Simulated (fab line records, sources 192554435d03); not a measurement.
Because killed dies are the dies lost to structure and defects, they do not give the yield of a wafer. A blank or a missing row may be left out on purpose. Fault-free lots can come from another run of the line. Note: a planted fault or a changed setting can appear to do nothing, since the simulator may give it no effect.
Chamber matching	flow n5 finfet	3 sister chambers for N5_BEOL_M3_ALD_98 on ald sin-04
The step deposits SiO2, target thk 2.5 nm, pulse time 1 s, co reactant pulse time 1 s. 6 wafers are shown with their chamber, then 6 later ones without.

EACH WAFER AND ITS CHAMBER
wafer	chamber	heater power w (W)	susceptor temp C (C)
L082.1	1	77	100.09
L086.3	2	86	100.14
L086.4	1	78	100.07
L086.6	3	72	99.89
L085.2	3	72	100.03
L085.4	2	85	100.19

WAFERS WHOSE CHAMBER IS MISSING
wafer	heater power w (W)	susceptor temp C (C)
L085.6	77	100.18
L089.3	77	100.24
L089.6	86	100.02
L091.3	72	100.11
L091.4	78	100.10
L091.6	76	100.15

THE CHAMBER EACH PASSED THROUGH
wafer	from the rows above	in truth
L085.6	1	1
L089.3	1	1
L089.6	2	2
L091.3	3	3
L091.4	1	1
L091.6	1	1
Placed correctly: 6 of 6. Not placeable from these rows: 0. Placed wrongly: 0.
How it was worked out, from the rows above alone: a wafer's distance from a chamber is the root of the sum, over the readings, of the square of ((its reading less the chamber's mean) divided by the reading's scatter). If the next closest chamber is less than 2 further off than the closest, the wafer can't be placed; otherwise it belongs to the closest. The mean given for a chamber averages the wafers shown for that chamber. How the scatter is found: for the shown wafers, subtract from each reading the mean of its chamber, square and add these, divide the total by (wafers less chambers), then take the root.
